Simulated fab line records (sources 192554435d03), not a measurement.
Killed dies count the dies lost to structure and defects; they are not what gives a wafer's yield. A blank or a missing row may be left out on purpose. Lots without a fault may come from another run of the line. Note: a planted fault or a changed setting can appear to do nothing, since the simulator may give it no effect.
Chamber matching + flow n5_finfet + N5_BEOL_M1_ETCH_64 on rie_diel-02 has 4 sister chambers
The step etches SOC in N2/H2, target depth 75 nm, overetch 15 nm, time 112.5 s. 4 wafers are shown with their chamber, then 10 later ones without.

== WAFERS, EACH WITH ITS CHAMBER ==
| wafer  | chamber | showerhead_plenum_p_Torr (Torr) |
|--------|---------|---------------------------------|
| L079.2 | 1       | 2.54                            |
| L085.3 | 3       | 2.69                            |
| L086.3 | 2       | 2.44                            |
| L086.5 | 0       | 2.45                            |

== WAFERS WITH NO CHAMBER GIVEN ==
| wafer  | showerhead_plenum_p_Torr (Torr) |
|--------|---------------------------------|
| L086.6 | 2.53                            |
| L087.1 | 2.44                            |
| L087.2 | 2.53                            |
| L087.6 | 2.69                            |
| L090.2 | 2.43                            |
| L090.3 | 2.69                            |
| L090.6 | 2.43                            |
| L093.1 | 2.43                            |
| L093.3 | 2.44                            |
| L093.6 | 2.44                            |

== WHICH CHAMBER EACH WENT THROUGH ==
| wafer  | from the rows above     | in truth |
|--------|-------------------------|----------|
| L086.6 | 1                       | 1        |
| L087.1 | can't be placed: 2 or 0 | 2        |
| L087.2 | 1                       | 1        |
| L087.6 | 3                       | 3        |
| L090.2 | can't be placed: 2 or 0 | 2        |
| L090.3 | 3                       | 3        |
| L090.6 | can't be placed: 2 or 0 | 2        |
| L093.1 | can't be placed: 2 or 0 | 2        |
| L093.3 | can't be placed: 2 or 0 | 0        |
| L093.6 | can't be placed: 2 or 0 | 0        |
Correctly placed: 4 of 10. Unplaceable from these rows: 6, with the true chamber sitting among the candidates in 6. 0 placed wrongly.
How it was worked out, from the rows above alone: a wafer's distance from a chamber is the root of the sum, over the readings, of the square of ((its reading less the chamber's mean) divided by the reading's scatter). If the next closest chamber is less than 2 further off than the closest, the wafer can't be placed; otherwise it belongs to the closest. For every chamber, the mean is computed from those of its wafers that are shown. The scatter: root of mean squared gap, hidden wafer to nearest shown wafer, with one shown wafer a chamber.
